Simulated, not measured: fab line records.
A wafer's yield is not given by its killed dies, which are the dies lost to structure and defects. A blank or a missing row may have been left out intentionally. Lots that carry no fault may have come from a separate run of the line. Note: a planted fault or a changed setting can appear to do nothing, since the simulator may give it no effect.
Split-lot trial ; flow n5-finfet ; 21 wafers read across 7 lots, on a route 1938 steps long

## ON THE SPLIT
At N5_BEOL_M1_ETCH_64 (etches SOC in N2/H2, target depth 75 nm, overetch 15 nm, time 112.5 s), the setting source-w was moved away from the recipe's 840 W on 8 of the 21 wafers read, by -11.6% to +16.8%. The other wafers ran this setting at the recipe's value.

Reading taken at the split's own step.

## THE READING
rf-vpp-V, in V, at N5_BEOL_M1_ETCH_64 (etches SOC in N2/H2, target depth 75 nm, overetch 15 nm, time 112.5 s). Fault-free wafers of this fab line usually give 524.0 V, standard deviation 2.4 V.

wafer;tool, chamber at the split;source-w as run, W;against the recipe;rf-vpp-V, V;against lot-mates on the recipe
L079.1;rie-diel-04, 3;742.4;-11.6%;543.5;+21.9
L079.3;rie-diel-04, 2;840;recipe;521.6;-
L079.5;rie-diel-04, 0;742.4;-11.6%;549.9;+28.3
L082.1;rie-diel-01, 0;899.2;+7.0%;510.8;-12.3
L082.2;rie-diel-01, 2;840;recipe;520.7;-
L082.4;rie-diel-01, 1;840;recipe;525.5;-
L083.1;rie-diel-01, 3;840;recipe;524.0;-
L083.3;rie-diel-01, 1;840;recipe;525.0;-
L083.6;rie-diel-01, 0;840;recipe;522.2;-
L089.3;rie-diel-02, 0;977.6;+16.4%;500.5;no lot-mate on the recipe
L089.5;rie-diel-02, 0;977.6;+16.4%;499.8;no lot-mate on the recipe
L089.6;rie-diel-02, 1;977.6;+16.4%;496.9;no lot-mate on the recipe
L090.2;rie-diel-04, 3;840;recipe;519.7;-
L090.3;rie-diel-04, 1;840;recipe;526.1;-
L090.4;rie-diel-04, 2;840;recipe;522.5;-
L094.2;rie-diel-02, 3;981.3;+16.8%;498.1;-24.5
L094.3;rie-diel-02, 2;981.3;+16.8%;503.5;-19.1
L094.5;rie-diel-02, 1;840;recipe;522.6;-
L095.1;rie-diel-04, 3;840;recipe;520.1;-
L095.3;rie-diel-04, 2;840;recipe;517.8;-
L095.4;rie-diel-04, 0;840;recipe;527.2;-

THE FIT
A straight line over all 21 wafers: rf-vpp-V changes by -1.55 V for each +1% of source-w; r = -0.97; the points scatter about the line by 3.4 V.
The same after taking each lot's own level away (the mean of its wafers on the recipe; 18 wafers): -1.61 V for each +1%; r = -0.95; scatter 3.8 V.
According to that fit, moving source-w by its largest amount changes the reading by 27 V.
The span of the lots' own levels, 521.60 to 523.73 V, comes to 0.9 times the standard deviation stated above.
So the lot-to-lot level changes the slope little: the two slopes agree.
Check: -26.5 V against its lot-mates is what the line predicts for one of the wafers moved furthest among these (+16.8%) when that wafer is left out of the fit. It came out at -24.5 V against them.
Tool readings at the split's step, against how far the setting was moved: rf-vpp-V r = -0.97.

## OTHER SPLITS ON THESE WAFERS
Note: prior to the reading, these wafers also went through further splits. Each is held against what the fit with the lots' levels taken away leaves over:
other split on the same wafers;wafers away from the commonest value;r with rf-vpp-V (lot level and that fit taken away)
N5_BEOL_M0_SAQP_COAT_08 spin-rpm;4;+0.01
N5_BEOL_M0_SAQP_SPACER2_ALD_26 target-thk-a;5;-0.24
N5_BEOL_M0_SAQP_COAT_87 temp-c;8;+0.32
N5_BEOL_M1_ILD_DEP_00 time-s;5;+0.12
N5_BEOL_M1_ETCH_74 bias-w;8;+0.28

## THE FILE'S OWN FIT
rf-vpp-V changes by -1.6 V for each +1% of source-w, r = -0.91.
